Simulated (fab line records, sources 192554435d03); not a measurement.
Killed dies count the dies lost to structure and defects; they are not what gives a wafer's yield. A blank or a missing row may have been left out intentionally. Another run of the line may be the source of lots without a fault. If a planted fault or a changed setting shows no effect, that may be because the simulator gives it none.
What tool caused it? | flow n5-finfet | Sampling: 12 lots, 36 wafers, 2 of 1938 route steps

## WHAT EACH GAUGE READ, for each wafer
N5_BEOL_M7_RS_MEAS_57: the measuring method here is four-point-probe.
lot  | measured     | on            | M7_RS (ohm/sq)
L076 | day 10 19:25 | film-metro-02 | 0.301 0.298 0.291
L078 | day 11 17:29 | film-metro-02 | 0.289 0.288 0.289
L079 | day 11 18:08 | film-metro-01 | 0.284 0.287 0.282
L080 | day 11 21:43 | film-metro-01 | 0.287 0.290 0.289
L082 | day 13 05:06 | film-metro-02 | 0.276 0.278 0.282
L086 | day 13 16:42 | film-metro-01 | 0.279 0.289 0.290
L089 | day 13 22:52 | film-metro-02 | 0.280 0.289 0.276
L088 | day 14 14:31 | film-metro-02 | 0.280 0.281 0.280
L090 | day 14 17:26 | film-metro-02 | 0.292 0.290 0.290
L093 | day 14 23:11 | film-metro-02 | 0.281 0.279 0.286
L095 | day 16 09:55 | film-metro-02 | 0.294 0.298 0.301
L097 | day 16 16:09 | film-metro-01 | 0.280 0.279 0.290

## EACH LOT AND THE TOOL THAT RAN IT (in order: tool; ch and the chambers of the sampled wafers; start)
lot  | N5_BEOL_M7_SPUTTER_48
L076 | pvd-sputter-02, day 10 18:29
L078 | pvd-sputter-01, day 11 16:04
L079 | pvd-sputter-02, day 11 16:29
L080 | pvd-sputter-03, day 11 20:47
L082 | pvd-sputter-02, day 13 03:51
L086 | pvd-sputter-01, day 13 15:46
L089 | pvd-sputter-02, day 13 21:56
L088 | pvd-sputter-02, day 14 13:35
L090 | pvd-sputter-01, day 14 16:29
L093 | pvd-sputter-01, day 14 22:14
L095 | pvd-sputter-01, day 16 08:53
L097 | pvd-sputter-03, day 16 15:12
- N5_BEOL_M7_SPUTTER_48: material Cu, target thk 10 nm, time 1.667 s.

## THE ANSWER, worked out from the rows above alone
Rule: the usual values come from the lots themselves. The widest of any qualifying gaps counts: lots, ordered by their means at a reading, are off when they make up no more than a third of the lots, leave a main group of 4 or more, and stand apart from it by 3 or more times the standard deviation of that group's means. Not used: any main group whose means are identical at the precision the tables above print for the reading. A lot without any number at a reading at which 4 lots or more have one is off too. The other lots that the step has rows for count as sound.
No lot is off on any of the readings shown, so nothing can be concluded from this.

## WHAT THE SIMULATOR HAD PUT IN
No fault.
